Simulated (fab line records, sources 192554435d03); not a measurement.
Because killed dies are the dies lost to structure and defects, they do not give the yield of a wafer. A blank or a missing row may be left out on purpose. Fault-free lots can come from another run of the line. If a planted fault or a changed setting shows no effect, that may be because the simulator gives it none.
fab line records | flow n5-finfet
record lots=7 wafers=21
route steps=1938 shown BEOL_M7@1293 BEOL_M9@1401 BEOL_M12@1624 BEOL_M13@1685
start-h: the number of hours between the record's first day and the start of the first shown wafer of the lot | wait-h: how many hours have passed since the lot's step before this one | " repeats the value in the row above | L1.1+2: several wafers, shown together as one row | - either no value or no given start | * or withheld: withheld | < > ~ a bound
route shown NAME@n: NAME is a module with steps in the file, n the number in the route of the first one | usual: mean/standard deviation of fault-free wafers | same: alike in all rows | chamber/n: place in a boat | sites: readings site by site | _std_site: standard deviation of those values | _edge_site: inner sites' mean taken away from outer sites' mean | radius-mm: for every site, how far away it sits from the centre of the wafer | mask NAME#n: copy n | behind: tool/chamber where the wafer was last shaped | hold: reason for holding the lot/hours on hold/outcome of the hold | device: the transistor (n, p or np) that didn't switch | end of line: tests run on the same wafers once the route is complete | step lacking rows: just its recipe | killed: not the wafer's yield, but the dies lost to structure and defects at the first sort | map: dies across one wafer; x = killed, . = not, _ = none there
set.NAME: the setting as run; set.NAME@STEP: as run at that earlier step | model.NAME: the simulator's own value behind a step, which no gauge read
lots whose settings were changed on purpose; a table a step, a row a wafer
## steps
# step N5_BEOL_M7_EXPOSE_25
# recipe mask-id=V6 na=0.33 source-shape=annular sigma-inner=0.4 sigma-outer=0.8 polarization=unpolarized target-cd-nm=40 dose-mj=42.5
# columns lot.wafer tool chamber start-h wait-h mask set.dose-mj
L076.2 euv-scanner-02 0 217.66 - V6#0 44.67
L076.4+5 " 0 " " V6#0 42.5
L086.1+5 euv-scanner-01 0 270.87 - V6#0 42.5
L086.6 " 0 " " V6#0 41.48
L085.1+2+4 euv-scanner-01 0 274.69 - V6#0 42.5
L087.1+4 euv-scanner-01 0 283.61 - V6#0 42.5
L087.6 " 0 " " V6#0 44.4
L091.2+3+4 euv-scanner-02 0 312.97 - V6#0 42.5
L095.1+4 euv-scanner-02 0 337.15 - V6#0 43.45
L095.3 " 0 " " V6#0 42.5
L096.2+5 euv-scanner-02 0 349.80 - V6#0 42.5
L096.3 " 0 " " V6#0 44.42
# step N5_BEOL_M7_PEB_26
# recipe peb-temp-c=100 peb-time-s=60 resist=CAR-EUV
# step N5_BEOL_M7_DEVELOP_27
# recipe develop-time-s=30 developer=TMAH resist=CAR-EUV rinse-liquid=surfactant-rinse dry=air-spin dev-temp-c=23
# step N5_BEOL_M7_CD_MEAS_28
# recipe target-cd-nm=40 landing-energy-ev=500 detector=se-inlens
# usual cd-nm=40.10/0.26
# columns lot.wafer tool chamber start-h wait-h set.dose-mj@BEOL_M7_EXPOSE_25 cd-nm
L076.2 cd-sem-02 0 217.78 - 44.67 41.34
L076.4 " 0 " " 42.5 40.03
L076.5 " 0 " " 42.5 40.29
L086.1 cd-sem-03 0 271.00 - 42.5 39.99
L086.5 " 0 " " 42.5 40.06
L086.6 " 0 " " 41.48 39.29
L085.1 cd-sem-02 0 274.82 - 42.5 40.42
L085.2 " 0 " " 42.5 40.15
L085.4 " 0 " " 42.5 40.39
L087.1 cd-sem-03 0 283.74 - 42.5 39.95
L087.4 " 0 " " 42.5 40.21
L087.6 " 0 " " 44.4 40.97
L091.2 cd-sem-02 0 313.09 - 42.5 39.77
L091.3 " 0 " " 42.5 40.22
L091.4 " 0 " " 42.5 39.87
L095.1 cd-sem-03 0 337.28 - 43.45 40.73
L095.3 " 0 " " 42.5 40.26
L095.4 " 0 " " 43.45 40.86
L096.2 cd-sem-03 0 349.93 - 42.5 40.14
L096.3 " 0 " " 44.42 40.90
L096.5 " 0 " " 42.5 40.14
# step N5_BEOL_M7_DESCUM_33
# recipe chemistry=O2 time-s=7 source-power-w=50 bias-power-w=20 pressure-mtorr=20 rf-frequency-hz=2.712e+07 temp-c=40 resist=CAR-EUV o2-flow-sccm=225
# columns lot.wafer tool chamber start-h wait-h set.dose-mj@BEOL_M7_EXPOSE_25 model.BEOL_M7.cd-nm
L076.2 rie-diel-05 0 218.24 0.4 44.67 41
L076.4+5 " 2,3 " " 42.5 40
L086.1 rie-diel-06 2 271.40 0.3 42.5 40
L086.5 " 2 " " 42.5 40.2
L086.6 " 3 " " 41.48 39.6
L085.1+4 rie-diel-05 3,2 275.46 0.5 42.5 40
L085.2 " 0 " " 42.5 40.2
L087.1 rie-diel-06 2 283.87 0.0 42.5 40.2
L087.4 " 1 " " 42.5 40
L087.6 " 2 " " 44.4 41.2
L091.2 rie-diel-06 2 313.49 0.3 42.5 40
L091.3 " 3 " " 42.5 40.2
L091.4 " 0 " " 42.5 39.8
L095.1+4 rie-diel-06 2,1 337.40 0.0 43.45 40.6
L095.3 " 0 " " 42.5 39.8
L096.2 rie-diel-06 1 350.15 0.1 42.5 40.2
L096.3 " 3 " " 44.42 40.8
L096.5 " 3 " " 42.5 39.8
# step N5_BEOL_M7_ETCH_72
# recipe chemistry=N2/H2 target=underlayer target-depth-a=65 mask-material=CAR-EUV time-s=5.2 ion-energy-ev=200 pressure-mtorr=30 source-w=840 bias-w=150 n2-flow-sccm=200 h2-flow-sccm=200 ends=cleared
# columns lot.wafer tool chamber start-h wait-h set.spin-rpm@BEOL_M7_COAT_71 set.dose-mj@BEOL_M7_EXPOSE_25 model.BEOL_M7.cd-nm model.etch.depth-nm
L076.2 rie-diel-05 0 218.27 0.0 1500 44.67 41.2 5.006
L076.4 " 2 " " 1500 42.5 39.8 5.01
L076.5 " 3 " " 1500 42.5 40 5.013
L086.1 rie-diel-06 2 271.44 0.0 1381 42.5 40.2 5.223
L086.5 " 2 " " 1500 42.5 40.2 5.013
L086.6 " 3 " " 1500 41.48 39.6 5.031
L085.1 rie-diel-05 3 275.49 0.0 1500 42.5 40.2 5.007
L085.2 " 0 " " 1500 42.5 40.2 4.992
L085.4 " 2 " " 1500 42.5 40 5.007
L087.1 rie-diel-06 2 283.90 0.0 1565 42.5 40.2 4.918
L087.4 " 1 " " 1500 42.5 40 5.024
L087.6 " 2 " " 1565 44.4 41.2 4.903
L091.2 rie-diel-06 2 313.52 0.0 1557 42.5 40.2 4.909
L091.3 " 3 " " 1500 42.5 40 4.993
L091.4 " 0 " " 1500 42.5 39.8 5.012
L095.1 rie-diel-06 2 337.44 0.0 1572 43.45 40.6 4.906
L095.3 " 0 " " 1572 42.5 39.8 4.897
L095.4 " 1 " " 1500 43.45 40.6 5.017
L096.2 rie-diel-06 1 350.19 0.0 1500 42.5 40.2 4.992
L096.3 " 3 " " 1500 44.42 40.6 4.995
L096.5 " 3 " " 1411 42.5 39.8 5.144
# step N5_BEOL_M7_ETCH_65
# recipe chemistry=CF4 target=SiARC target-depth-a=156 mask-material=CAR-EUV time-s=26 ion-energy-ev=80 pressure-mtorr=40 source-w=545 bias-w=36 Ar_flow_sccm=100 cf4-flow-sccm=100 ends=cleared
# columns lot.wafer tool chamber start-h wait-h set.dose-mj@BEOL_M7_EXPOSE_25 model.BEOL_M7.cd-nm
L076.2 rie-diel-05 0 218.29 0.0 44.67 41.2
L076.4 " 2 " " 42.5 39.8
L076.5 " 3 " " 42.5 40.2
L086.1+5 rie-diel-06 2 271.45 0.0 42.5 40.2
L086.6 " 3 " " 41.48 39.6
L085.1+2 rie-diel-05 3,0 275.51 0.0 42.5 40.2
L085.4 " 2 " " 42.5 39.8
L087.1 rie-diel-06 2 283.92 0.0 42.5 40.2
L087.4 " 1 " " 42.5 40
L087.6 " 2 " " 44.4 41.2
L091.2 rie-diel-06 2 313.54 0.0 42.5 40
L091.3+4 " 3,0 " " 42.5 39.8
L095.1 rie-diel-06 2 337.45 0.0 43.45 40.4
L095.3 " 0 " " 42.5 40
L095.4 " 1 " " 43.45 40.6
L096.2 rie-diel-06 1 350.20 0.0 42.5 40.2
L096.3 " 3 " " 44.42 40.6
L096.5 " 3 " " 42.5 39.6
# step N5_BEOL_M7_ETCH_66
# recipe chemistry=N2/H2 target=SOC target-depth-a=800 overetch-a=160 mask-material=SiARC temp-c=40 time-s=120 ion-energy-ev=200 pressure-mtorr=30 source-w=840 bias-w=150 n2-flow-sccm=200 h2-flow-sccm=200
# columns lot.wafer tool chamber start-h wait-h set.dose-mj@BEOL_M7_EXPOSE_25 model.BEOL_M7.cd-nm
L076.2 rie-diel-05 0 218.32 0.0 44.67 41.2
L076.4 " 2 " " 42.5 39.6
L076.5 " 3 " " 42.5 40
L086.1 rie-diel-06 2 271.48 0.0 42.5 40.2
L086.5 " 2 " " 42.5 40.6
L086.6 " 3 " " 41.48 39.6
L085.1 rie-diel-05 3 275.54 0.0 42.5 39.8
L085.2 " 0 " " 42.5 40.2
L085.4 " 2 " " 42.5 39.6
L087.1 rie-diel-06 2 283.95 0.0 42.5 40.6
L087.4 " 1 " " 42.5 40
L087.6 " 2 " " 44.4 41.6
L091.2+3 rie-diel-06 2,3 313.57 0.0 42.5 40.2
L091.4 " 0 " " 42.5 40
L095.1 rie-diel-06 2 337.48 0.0 43.45 40.6
L095.3 " 0 " " 42.5 39.6
L095.4 " 1 " " 43.45 40.2
L096.2 rie-diel-06 1 350.23 0.0 42.5 40.2
L096.3 " 3 " " 44.42 40.8
L096.5 " 3 " " 42.5 39.6
# step N5_BEOL_M7_STRIP_69
# recipe chemistry=N2/H2 temp-c=40 n2-flow-sccm=200 h2-flow-sccm=200 rf-frequency-hz=6e+07
# step N5_BEOL_M7_STRIP_73
# recipe chemistry=N2/H2 temp-c=40 n2-flow-sccm=200 h2-flow-sccm=200 rf-frequency-hz=6e+07
# step N5_BEOL_M7_VIA_ETCH_34
# recipe chemistry=C4F6/O2 target=SiCOH_lowk target-depth-a=1255 mask-material=SOC taper-deg=4 time-s=50.5 ion-energy-ev=250 pressure-mtorr=30 source-w=345 bias-w=185 Ar_flow_sccm=300 C4F6_flow_sccm=10 O2_flow_sccm=10
# columns lot.wafer tool chamber start-h wait-h set.dose-mj@BEOL_M7_EXPOSE_25 model.BEOL_M7.cd-nm
L076.2 rie-diel-05 0 218.42 0.0 44.67 41.2
L076.4 " 2 " " 42.5 39.4
L076.5 " 3 " " 42.5 40
L086.1 rie-diel-06 2 271.58 0.0 42.5 40.4
L086.5 " 2 " " 42.5 40.8
L086.6 " 3 " " 41.48 39.6
L085.1 rie-diel-05 3 275.64 0.0 42.5 39.6
L085.2 " 0 " " 42.5 40
L085.4 " 2 " " 42.5 39.4
L087.1 rie-diel-06 2 284.05 0.0 42.5 40.8
L087.4 " 1 " " 42.5 40
L087.6 " 2 " " 44.4 41.6
L091.2 rie-diel-06 2 313.67 0.0 42.5 40.4
L091.3 " 3 " " 42.5 40
L091.4 " 0 " " 42.5 39.8
L095.1 rie-diel-06 2 337.58 0.0 43.45 40.8
L095.3 " 0 " " 42.5 39.6
L095.4 " 1 " " 43.45 40.2
L096.2 rie-diel-06 1 350.33 0.0 42.5 40
L096.3 " 3 " " 44.42 40.8
L096.5 " 3 " " 42.5 39.6
# step N5_BEOL_M9_ILD_DEP_00
# recipe material=SiCOH_lowk target-thk-a=3085.1 temp-c=300 precursor=DEMS/porogen pressure-torr=5 rf-w=500 time-s=58
# columns lot.wafer tool chamber start-h wait-h set.time-s model.SiCOH_lowk_of_BEOL_M9_ILD_DEP_00.thk-nm
L076.2 pecvd-04 0 229.76 0.0 58 309.4
L076.4 " 1 " " 64.73 348.2
L076.5 " 1 " " 64.73 347.2
L086.1 pecvd-02 2 282.17 0.0 51.54 270.8
L086.5 " 1 " " 58 302.6
L086.6 " 2 " " 51.54 275.6
L085.1 pecvd-04 2 287.10 0.0 58 302.8
L085.2 " 0 " " 58 311.2
L085.4 " 2 " " 58 306
L087.1 pecvd-01 1 295.78 0.0 64.84 343.8
L087.4 " 0 " " 58 310.4
L087.6 " 1 " " 58 313.4
L091.2 pecvd-02 0 327.47 0.0 58 301.8
L091.3 " 2 " " 58 304.8
L091.4 " 1 " " 58 297.8
L095.1 pecvd-04 1 356.65 0.0 64.68 334
L095.3 " 0 " " 58 303.6
L095.4 " 0 " " 58 305.6
L096.2 pecvd-01 1 366.77 0.0 58 311.4
L096.3 " 2 " " 58 310.2
L096.5 " 0 " " 58 318
# step N5_BEOL_M9_CURE_71
# recipe temp-c=385 time-s=240 ambient=He/Ar material=SiCOH_lowk
# columns lot.wafer tool chamber start-h wait-h set.time-s@BEOL_M9_ILD_DEP_00 model.SiCOH_lowk_of_BEOL_M9_ILD_DEP_00.thk-nm
L076.2 uv-cure-01 0 229.95 0.2 58 268.8
L076.4 " 0 " " 64.73 303.2
L076.5 " 0 " " 64.73 302.2
L086.1 uv-cure-01 2 282.25 0.0 51.54 234.8
L086.5 " 2 " " 58 262.8
L086.6 " 2 " " 51.54 239
L085.1 uv-cure-01 2 287.18 0.0 58 263
L085.2 " 2 " " 58 270.4
L085.4 " 2 " " 58 265.8
L087.1 uv-cure-03 2 296.11 0.3 64.84 299.2
L087.4 " 2 " " 58 269.8
L087.6 " 2 " " 58 272.4
L091.2 uv-cure-03 2 329.05 1.6 58 262.2
L091.3 " 2 " " 58 264.8
L091.4 " 2 " " 58 258.6
L095.1 uv-cure-02 1 356.73 0.0 64.68 290.6
L095.3 " 1 " " 58 263.8
L095.4 " 1 " " 58 265.4
L096.2 uv-cure-03 1 366.93 0.1 58 270.4
L096.3 " 1 " " 58 269.6
L096.5 " 1 " " 58 276.4
# step N5_BEOL_M9_THK_MEAS_01
# recipe reads=SiCOH_lowk_of_BEOL_M9_ILD_DEP_00
# usual M9_ILD_THK=269/4.7
# columns lot.wafer tool chamber start-h wait-h set.time-s@BEOL_M9_ILD_DEP_00 M9_ILD_THK[nm]
L076.2 film-metro-02 - 230.38 0.4 58 269
L076.4 " - " " 64.73 303
L076.5 " - " " 64.73 302
L086.1 film-metro-01 - 282.76 0.4 51.54 235
L086.5 " - " " 58 263
L086.6 " - " " 51.54 239
L085.1 film-metro-01 - 287.69 0.4 58 263
L085.2 " - " " 58 270
L085.4 " - " " 58 266
L087.1 film-metro-02 - 297.10 0.8 64.84 299
L087.4 " - " " 58 270
L087.6 " - " " 58 272
L091.2 film-metro-01 - 329.89 0.7 58 262
L091.3 " - " " 58 265
L091.4 " - " " 58 258
L095.1 film-metro-02 - 357.24 0.4 64.68 291
L095.3 " - " " 58 264
L095.4 " - " " 58 265
L096.2 film-metro-02 - 367.36 0.4 58 270
L096.3 " - " " 58 269
L096.5 " - " " 58 276
# step N5_BEOL_M9_DEP_56
# recipe material=SiCN target-thk-a=150 temp-c=withheld precursor=3MS/NH3 pressure-torr=3 rf-w=202 time-s=26.5
# columns lot.wafer tool chamber start-h wait-h set.time-s model.SiCN_of_BEOL_M9_DEP_56.thk-nm
L076.2 pecvd-01 2 235.52 0.0 26.5 14.6
L076.4 " 0 " " 26.5 14.8
L076.5 " 1 " " 26.5 15
L086.1 pecvd-04 2 290.14 0.0 22.84 13
L086.5 " 0 " " 26.5 14.8
L086.6 " 2 " " 26.5 15
L085.1+4 pecvd-01 2,1 295.37 0.0 26.5 15.2
L085.2 " 1 " " 26.5 15
L087.1+4 pecvd-01 1,0 306.26 0.0 23.02 13.2
L087.6 " 1 " " 26.5 15.4
L091.2 pecvd-04 1 337.48 0.0 24.25 13.2
L091.3+4 " 2,0 " " 26.5 14.4
L095.1+3 pecvd-01 0,2 366.36 0.0 26.5 14.8
L095.4 " 2 " " 26.5 15
L096.2 pecvd-04 2 379.33 0.0 26.5 14.8
L096.3 " 0 " " 24.28 13.4
L096.5 " 2 " " 26.5 15.2
# step N5_BEOL_M12_COAT_66
# recipe resist=SiARC temp-c=220 time-s=60 spin-rpm=1500 resist-thk-nm=110
# columns lot.wafer tool chamber start-h wait-h set.spin-rpm model.SiARC_of_BEOL_M12_COAT_66.thk-nm
L076.2 litho-track-03 0 - - 1500 110.2
L076.4 " 0 " " 1415 113.4
L076.5 " 0 " " 1500 109.6
L086.1+5 litho-track-05 0 - - 1500 109.8
L086.6 " 0 " " 1343 115.8
L085.1 litho-track-05 0 - - 1500 110.2
L085.2+4 " 0 " " 1500 110
L087.1+6 litho-track-04 0 - - 1500 110
L087.4 " 0 " " 1392 113.8
L091.2 litho-track-03 0 - - 1500 110.2
L091.3 " 0 " " 1500 110
L091.4 " 0 " " 1500 109.8
L095.1 litho-track-05 0 - - 1500 110.4
L095.3+4 " 0 " " 1500 110.2
L096.2 litho-track-03 0 - - 1355 115.8
L096.3 " 0 " " 1500 109.8
L096.5 " 0 " " 1355 115.6
# step N5_BEOL_M12_COAT_22
# recipe spin-rpm=2888 resist-thk-nm=300
# columns lot.wafer tool chamber start-h wait-h set.spin-rpm model.coat_of_BEOL_M12_COAT_22.thk-nm
L076.2+4 litho-track-03 0 - - 2888 299.8
L076.5 " 0 " " 2888 299.2
L086.1 litho-track-05 0 - - 2888 298.6
L086.5 " 0 " " 2692 309.2
L086.6 " 0 " " 2692 309.8
L085.1 litho-track-05 0 - - 2888 301
L085.2 " 0 " " 2888 300.4
L085.4 " 0 " " 2888 300.8
L087.1 litho-track-04 0 - - 2888 300
L087.4 " 0 " " 2888 300.4
L087.6 " 0 " " 2774 305.6
L091.2 litho-track-03 0 - - 2787 305.6
L091.3 " 0 " " 2888 299
L091.4 " 0 " " 2888 300.2
L095.1 litho-track-05 0 - - 2888 298.2
L095.3 " 0 " " 2594 316
L095.4 " 0 " " 2888 298.4
L096.2+3 litho-track-03 0 - - 2888 299.2
L096.5 " 0 " " 2888 299.8
# step N5_BEOL_M12_EBR_24
# recipe solvent=PGMEA ebr-width-mm=1.5
# step N5_BEOL_M12_SOFTBAKE_23
# recipe temp-c=130 time-s=60
# step N5_BEOL_M12_DESCUM_33
# recipe chemistry=O2 time-s=7.9 source-power-w=50 bias-power-w=20 pressure-mtorr=20 rf-frequency-hz=2.712e+07 temp-c=40 o2-flow-sccm=225
# step N5_BEOL_M12_ETCH_67
# recipe chemistry=CF4 target=SiARC target-depth-a=1430 time-s=238.3 ion-energy-ev=80 pressure-mtorr=40 source-w=545 bias-w=36 Ar_flow_sccm=100 cf4-flow-sccm=100 ends=cleared
# columns lot.wafer tool chamber start-h wait-h set.spin-rpm@BEOL_M12_COAT_66 set.spin-rpm@BEOL_M12_COAT_22 model.coat_of_BEOL_M12_COAT_22.thk-nm model.etch.depth-nm
L076.2 rie-diel-01 2 254.00 0.0 1500 2888 211 110.2
L076.4 " 0 " " 1415 2888 209 113.5
L076.5 " 0 " " 1500 2888 210.8 109.7
L086.1 rie-diel-04 2 309.29 0.0 1500 2888 210 109.7
L086.5 " 3 " " 1500 2692 220.6 109.8
L086.6 " 0 " " 1343 2692 217.2 115.8
L085.1 rie-diel-04 2 316.28 0.0 1500 2888 212.2 110.2
L085.2 " 1 " " 1500 2888 212 109.9
L085.4 " 0 " " 1500 2888 212.2 110
L087.1 rie-diel-02 1 343.40 0.0 1500 2888 211.4 110
L087.4 " 2 " " 1392 2888 209.4 113.9
L087.6 " 3 " " 1500 2774 217 110
L091.2 rie-diel-01 3 357.81 0.0 1500 2787 216.8 110.3
L091.3 " 0 " " 1500 2888 210.4 109.9
L091.4 " 1 " " 1500 2888 211.8 109.9
L095.1 rie-diel-01 1 390.78 0.0 1500 2888 209.4 110.4
L095.3 " 0 " " 1500 2594 227.2 110.2
L095.4 " 2 " " 1500 2888 209.6 110.2
L096.2 rie-diel-02 3 396.96 0.0 1355 2888 207 115.7
L096.3 " 1 " " 1500 2888 210.8 109.7
L096.5 " 3 " " 1355 2888 207.6 115.6
# step N5_BEOL_M13_EXPOSE_25
# recipe mask-id=M13 na=0.93 source-shape=conventional sigma-outer=0.4 polarization=unpolarized target-cd-nm=210 dose-mj=22
# columns lot.wafer tool chamber start-h wait-h mask set.dose-mj
L076.2+4 krf-scanner-02 0 260.35 - M13#0 22
L076.5 " 0 " " M13#0 22.77
L086.1 krf-scanner-02 0 313.65 - M13#0 22
L086.5+6 " 0 " " M13#0 23.14
L085.1+2+4 krf-scanner-02 0 324.32 - M13#0 22
L087.1+4+6 krf-scanner-01 0 351.69 - M13#0 22
L091.2+3+4 krf-scanner-01 0 364.35 - M13#0 22
L095.1+4 krf-scanner-02 0 396.42 - M13#0 20.5
L095.3 " 0 " " M13#0 22
L096.2 krf-scanner-01 0 402.20 - M13#0 21.31
L096.3+5 " 0 " " M13#0 22
## key
split step=N5_BEOL_M7_EXPOSE_25 setting=dose-mj stated=42.5 by=wafer
response step=N5_BEOL_M7_CD_MEAS_28 reading=cd-nm change=+0.212 per=1% r=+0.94
response step=N5_BEOL_M7_DESCUM_33 reading=model.BEOL_M7.cd-nm change=+0.215 per=1% r=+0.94
response step=N5_BEOL_M7_ETCH_72 reading=model.BEOL_M7.cd-nm change=+0.227 per=1% r=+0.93
response step=N5_BEOL_M7_ETCH_65 reading=model.BEOL_M7.cd-nm change=+0.217 per=1% r=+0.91
response step=N5_BEOL_M7_ETCH_66 reading=model.BEOL_M7.cd-nm change=+0.269 per=1% r=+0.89
response step=N5_BEOL_M7_VIA_ETCH_34 reading=model.BEOL_M7.cd-nm change=+0.284 per=1% r=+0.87
split step=N5_BEOL_M9_ILD_DEP_00 setting=time-s stated=58 by=wafer
response step=N5_BEOL_M9_ILD_DEP_00 reading=model.SiCOH_lowk_of_BEOL_M9_ILD_DEP_00.thk-nm change=+2.8 per=1% r=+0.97
response step=N5_BEOL_M9_CURE_71 reading=model.SiCOH_lowk_of_BEOL_M9_ILD_DEP_00.thk-nm change=+2.47 per=1% r=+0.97
response step=N5_BEOL_M9_THK_MEAS_01 reading=M9_ILD_THK change=+2.48 per=1% r=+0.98
split step=N5_BEOL_M9_DEP_56 setting=time-s stated=26.5 by=wafer
response step=N5_BEOL_M9_DEP_56 reading=model.SiCN_of_BEOL_M9_DEP_56.thk-nm change=+0.156 per=1% r=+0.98
split step=N5_BEOL_M12_COAT_66 setting=spin-rpm stated=1500 by=wafer
response step=N5_BEOL_M12_COAT_66 reading=model.SiARC_of_BEOL_M12_COAT_66.thk-nm change=-0.582 per=1% r=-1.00
response step=N5_BEOL_M12_ETCH_67 reading=model.etch.depth-nm change=-0.588 per=1% r=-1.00
split step=N5_BEOL_M12_COAT_22 setting=spin-rpm stated=2888 by=wafer
response step=N5_BEOL_M12_COAT_22 reading=model.coat_of_BEOL_M12_COAT_22.thk-nm change=-1.67 per=1% r=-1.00
response step=N5_BEOL_M12_ETCH_67 reading=model.coat_of_BEOL_M12_COAT_22.thk-nm change=-1.61 per=1% r=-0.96
split step=N5_BEOL_M13_EXPOSE_25 setting=dose-mj stated=22 by=wafer
response none in this file
split outside-this-file step=N5_BEOL_M7_COAT_71 setting=spin-rpm
# split outside-this-file: this setting was split too, and the file shows its column; the key of that split is in another file
